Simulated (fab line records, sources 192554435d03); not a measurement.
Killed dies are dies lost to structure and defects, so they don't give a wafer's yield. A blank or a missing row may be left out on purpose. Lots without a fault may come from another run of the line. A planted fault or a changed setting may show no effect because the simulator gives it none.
Which tool did it? | flow n5_finfet | 11 lots, 32 wafers sampled, at 1 step of a route of 1938

WHAT THE GAUGES READ, wafer by wafer
N5_BEOL_M11_THK_MEAS_53: measures by xrf.
lot  | measured     | on            | M11_THK (nm)
L200 | day 12 01:26 | film_metro-02 | 138.3 141.8
L198 | day 12 06:46 | film_metro-02 | 136.7 140.1 138.2
L202 | day 13 06:26 | film_metro-02 | 142.0 142.8 139.7
L205 | day 13 12:10 | film_metro-02 | 140.2 137.2 138.3
L206 | day 13 20:09 | film_metro-01 | 139.9 137.5 139.3
L208 | day 14 22:05 | film_metro-01 | 143.6 144.1 142.8
L209 | day 15 05:15 | film_metro-02 | 142.4 140.1 142.3
L218 | day 17 03:02 | film_metro-02 | 140.3 142.5 145.6
L217 | day 17 04:24 | film_metro-01 | 137.8 139.2 138.6
L221 | day 17 19:47 | film_metro-01 | 137.2 143.1 138.8
L220 | day 18 00:18 | film_metro-01 | 140.8 137.7 135.0

WHICH TOOL RAN EACH LOT (tool, then ch and the chambers of the sampled wafers, then the start)
The record holds no process step before these readings.

WHAT THE TOOLS THEMSELVES READ (means of the sampled wafers that have a number; where no wafer has one, the mark that the record gives instead)
The record holds no such reading with a usual standard deviation.

THE ANSWER, worked out from the rows above alone
Rule: what is usual is taken from the lots themselves. Put in order of their means at a reading, lots are off if they are a third of the lots or fewer, leave a main group of 4 or more, and stand apart from it by a gap of 3 or more times the standard deviation of the main group's means; of several such gaps the widest counts. A main group whose means are all the same, to the digits that the tables above print for the reading, isn't used. A lot without any number at a reading at which 4 lots or more have one is off too. The other lots that the step has rows for count as sound. The gauges are gone through in route order, then the tools' own readings, and for those a lot's mean is taken as printed above. The first step at which some lot is off is used, and at that step the reading that is off furthest; a lot without a number counts as furthest.
No lot is off at any reading shown: from this, nothing can be told.

WHAT THE SIMULATOR HAD PUT IN
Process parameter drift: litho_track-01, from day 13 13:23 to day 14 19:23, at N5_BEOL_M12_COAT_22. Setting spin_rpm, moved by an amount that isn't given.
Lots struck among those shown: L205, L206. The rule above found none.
